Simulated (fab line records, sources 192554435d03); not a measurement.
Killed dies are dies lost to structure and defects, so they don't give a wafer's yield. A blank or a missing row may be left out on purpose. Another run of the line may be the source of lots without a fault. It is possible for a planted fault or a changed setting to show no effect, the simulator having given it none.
Chamber matching	flow n5 finfet	N5_MOL_CONTACT_COAG_CONTACT_ETCH_14 on rie diel-01 has 4 sister chambers
The step etches SiO2 in C4F6/O2, target depth 27.5 nm, overetch 8.5 nm, time 20 s. 4 wafers are shown with their chamber, then 8 later ones without.

EACH WAFER AND ITS CHAMBER
wafer	chamber	showerhead plenum p Torr (Torr)
L080.1	0	2.90
L082.5	3	2.84
L084.1	1	3.03
L085.1	2	2.75

WAFERS WHOSE CHAMBER IS MISSING
wafer	showerhead plenum p Torr (Torr)
L085.3	2.84
L085.6	2.90
L086.3	3.03
L086.4	2.75
L086.5	2.75
L096.2	2.74
L096.4	3.02
L096.6	2.89

CHAMBER TAKEN BY EACH
wafer	from the rows above	in truth
L085.3	3	3
L085.6	0	0
L086.3	1	1
L086.4	2	2
L086.5	2	2
L096.2	2	2
L096.4	1	1
L096.6	0	0
Placed correctly: 8 of 8. Not placeable from these rows: 0. Number placed wrongly: 0.
How it was worked out, from the rows above alone: a wafer's distance from a chamber is the root of the sum, over the readings, of the square of ((its reading less the chamber's mean) divided by the reading's scatter). The wafer belongs to the nearest chamber; if the next one is less than 2 further off, it can't be placed. The mean given for a chamber averages the wafers shown for that chamber. The scatter: root of mean squared gap, hidden wafer to nearest shown wafer, with one shown wafer a chamber.
